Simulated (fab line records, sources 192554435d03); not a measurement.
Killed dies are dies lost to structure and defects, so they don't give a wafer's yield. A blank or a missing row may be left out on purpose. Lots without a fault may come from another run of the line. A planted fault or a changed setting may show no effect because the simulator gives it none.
Chamber matching | flow n5_finfet | N5_BEOL_M9_ALD_74 on ald_metal-03: 4 sister chambers
The step deposits TaN, target thk 2 nm, pulse time 2 s, purge time 3 s. 8 wafers are shown with their chamber, then 7 later ones without.

WAFERS WITH THEIR CHAMBER
wafer  | chamber | heater_power_w (W) | precursor_vessel_pressure_torr (Torr)
L079.2 | 1       | 482                | 26.21
L079.3 | 2       | 399                | 26.19
L079.4 | 3       | 439                | 26.27
L083.2 | 2       | 393                | 26.31
L083.5 | 1       | 488                | 26.22
L083.6 | 0       | 339                | 26.29
L085.1 | 3       | 449                | 26.33
L085.4 | 0       | 340                | 26.21

WAFERS WITHOUT THEIR CHAMBER
wafer  | heater_power_w (W) | precursor_vessel_pressure_torr (Torr)
L085.6 | 397                | 26.24
L095.2 | 401                | 26.24
L095.3 | 484                | 26.38
L095.6 | 403                | 26.24
L096.1 | 452                | 26.23
L096.2 | 477                | 26.23
L096.5 | 457                | 26.30

WHICH CHAMBER EACH WENT THROUGH
wafer  | from the rows above | in truth
L085.6 | 2                   | 2
L095.2 | 2                   | 2
L095.3 | 1                   | 1
L095.6 | 2                   | 2
L096.1 | 3                   | 3
L096.2 | 1                   | 1
L096.5 | 3                   | 3
Placed correctly: 7 of 7. Can't be placed from these rows: 0. Placed wrongly: 0.
How it was worked out, from the rows above alone: a wafer's distance from a chamber is the root of the sum, over the readings, of the square of ((its reading less the chamber's mean) divided by the reading's scatter). The wafer belongs to the nearest chamber; if the next one is less than 2 further off, it can't be placed. A chamber's mean is the mean of its shown wafers. The scatter: the root of (the sum of the squares of (reading less its chamber's mean) over the shown wafers, divided by (wafers less chambers)).
